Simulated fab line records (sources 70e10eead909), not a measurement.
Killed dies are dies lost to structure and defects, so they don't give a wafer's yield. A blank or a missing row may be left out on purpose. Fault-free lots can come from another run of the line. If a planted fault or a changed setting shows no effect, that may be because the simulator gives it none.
Struck lot and sound lot, side by side :: flow nandHarc :: 25 steps out of a route of 1302
Sound: these wafers, L927.1, L927.3, L927.6. Wafers L939.1, L939.2, L939.4 were the ones struck. The cause comes at the end.
At each step with rows: each side's tool, then ch and its chambers, then its first start. Under that, the readings that differ: sound wafers :: struck wafers :: difference of the means :: sigmas: that difference in standard deviations of wafers without a fault.
alike: a reading whose means differ by less than 2 such deviations, as well as words and numbers matching on both sides. not compared: withheld readings; readings where some wafer has no value; bounds like >300 that might hide an equal value; numbers whose values overlap and for which the record gives no deviation.
Wherever a step has rows on one side only, a row that says differs or no value, or a row with sigmas, the two part there. Non-overlapping numbers with no deviation appear without sigmas and do not part them. Lack of a reading on every wafer of one side parts them only where that side has two or more wafers.

first, 5 steps without rows for these wafers: NHARC_P_GATE_STRIP_15 (strips in SPM, time 780 s); NHARC_P_GATE_PRECLEAN_71 (cleans in SC1); NHARC_P_GATE_SRD_72; NHARC_P_GATE_OXIDE_16 (material SiO2, target thk 3 nm, ox time 392 s); NHARC_P_GATE_CVD_17 (deposits poly-Si, target thk 150 nm, time 900 s).
NHARC_P_GATE_HM_DEP_102: deposits aC, target thk 120 nm.
  sound on aclDep-02 ch 0, day 4 23:15; struck on aclDep-01 ch 0, day 10 01:08
  alike: throttleValvePct
NHARC_P_GATE_DEP_103: deposits SiON, target thk 30 nm.
  sound on pecvd-02 ch 1,2, day 5 00:04; struck on pecvd-02 ch 0,1, day 10 01:49
  alike: heaterPowerW
  not compared: sinceWetCleanH
then, 5 steps without rows for these wafers: NHARC_P_GATE_DEHYDRATE_18 (time 120 s); NHARC_P_GATE_HMDS_19 (time 30 s); NHARC_P_GATE_COAT_20 (resist thk 90 nm); NHARC_P_GATE_SOFTBAKE_21 (time 55 s); NHARC_P_GATE_EBR_22.
NHARC_P_GATE_EXPOSE_23: exposes mask P GATE, target cd 120 nm.
  sound on arfiScanner-01 ch 0, day 5 00:34; struck on arfiScanner-01 ch 0, day 10 02:21
reading: exposureDoseMJCm2
sound: 93.81 93.76 93.95
struck: 69.25 69.22 69.20
difference: -24.62
sigmas: -99 or more
  alike: mask, reticleTempC
then, 2 steps without rows for these wafers: NHARC_P_GATE_PEB_24 (peb time 65 s); NHARC_P_GATE_DEVELOP_25 (develop time 35 s).
NHARC_P_GATE_CD_MEAS_26 targets a cd of 120 nm.
  sound on cdSem-02 ch 0, day 5 00:43; struck on cdSem-02 ch 0, day 10 02:29
reading: cdNm (nm)
sound: 119.9 120.2 119.7
struck: 139.0 138.2 139.2
difference: +18.9
sigmas: +34
NHARC_P_GATE_OVL_MEAS_27:
  sound: overlay-02 at day 5 00:47; struck: overlay-01 at day 10 02:34
  alike: overlayXNm, overlayYNm
NHARC_P_GATE_INSPECT_28:
  sound: defectInspect-02 at day 5 00:50; struck: defectInspect-02 at day 10 02:37
  alike: rawDefectCount
NHARC_P_GATE_DESCUM_31: chemistry O2, time 3 s.
  sound on rieDiel-09 ch 1,3, day 5 00:54; struck on rieDiel-01 ch 0,1,2, day 10 02:40
reading: model.P_GATE.cdNm (nm)
sound: 119.5 120 119.1
struck: 139.5 137.9 138.9
difference: +19.2
sigmas: 
  alike: drypumpMotorCurrentA, oesProductAu, rfVppV, showerheadPlenumPTorr, throttleValvePct
  not compared: rfHoursCounterH
NHARC_P_GATE_ETCH_104: etches the open film in CF4/CHF3, target depth 60 nm.
  sound on rieDiel-09 ch 0,1,3, day 5 00:59; struck on rieDiel-01 ch 1,2,3, day 10 02:46
  alike: drypumpMotorCurrentA, oesProductAu, rfVppV, showerheadPlenumPTorr, throttleValvePct
NHARC_P_GATE_HM_OPEN_105: chemistry O2/COS, target depth 360 nm.
  sound on rieDiel-09 ch 1,3; struck on rieDiel-01 ch 0,1,2
  alike: drypumpMotorCurrentA, oesProductAu, rfVppV, showerheadPlenumPTorr, throttleValvePct
  not compared: rfHoursCounterH
then, 1 step without rows for these wafers: NHARC_P_GATE_STRIP_106 (strips in O2/COS).
NHARC_P_GATE_ETCH_114: etches the open film in CF4/O2, target depth 30 nm, overetch 3 nm, time 16.5 s.
  sound on rieDiel-09 ch 1,2,3; struck on rieDiel-01 ch 0,2,3
  alike: drypumpMotorCurrentA, oesProductAu, rfVppV, showerheadPlenumPTorr, throttleValvePct
  not compared: rfHoursCounterH
NHARC_P_GATE_ETCH_32: etches the open film in HBr/Cl2, target depth 150 nm, time 100.1 s.
  sound on rieSi-05 ch 0,3, day 5 01:49; struck on rieSi-04 ch 1,2,3, day 10 03:09
reading: model.P_GATE.cdNm (nm)
sound: 123.1 118.4 119.4
struck: 139.6 138 139.6
difference: +18.8
sigmas: 
  alike: drypumpMotorCurrentA, oesProductAu, throttleValvePct
  not compared: rfHoursCounterH
then, 1 step without rows for these wafers: NHARC_P_GATE_STRIP_108 (strips in O2).

WHERE THEY PART
Earliest at NHARC_P_GATE_EXPOSE_23; latest, in this record, at NHARC_P_GATE_CD_MEAS_26. Later steps at which nothing parts them and some readings are alike: NHARC_P_GATE_OVL_MEAS_27, NHARC_P_GATE_INSPECT_28, NHARC_P_GATE_DESCUM_31, NHARC_P_GATE_ETCH_104, NHARC_P_GATE_HM_OPEN_105, NHARC_P_GATE_ETCH_114, NHARC_P_GATE_ETCH_32.

WHY: whatever the simulator had introduced
Process parameters drifting: arfiScanner-01 at NHARC_P_GATE_EXPOSE_23, beginning at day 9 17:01. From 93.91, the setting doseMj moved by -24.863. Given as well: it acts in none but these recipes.
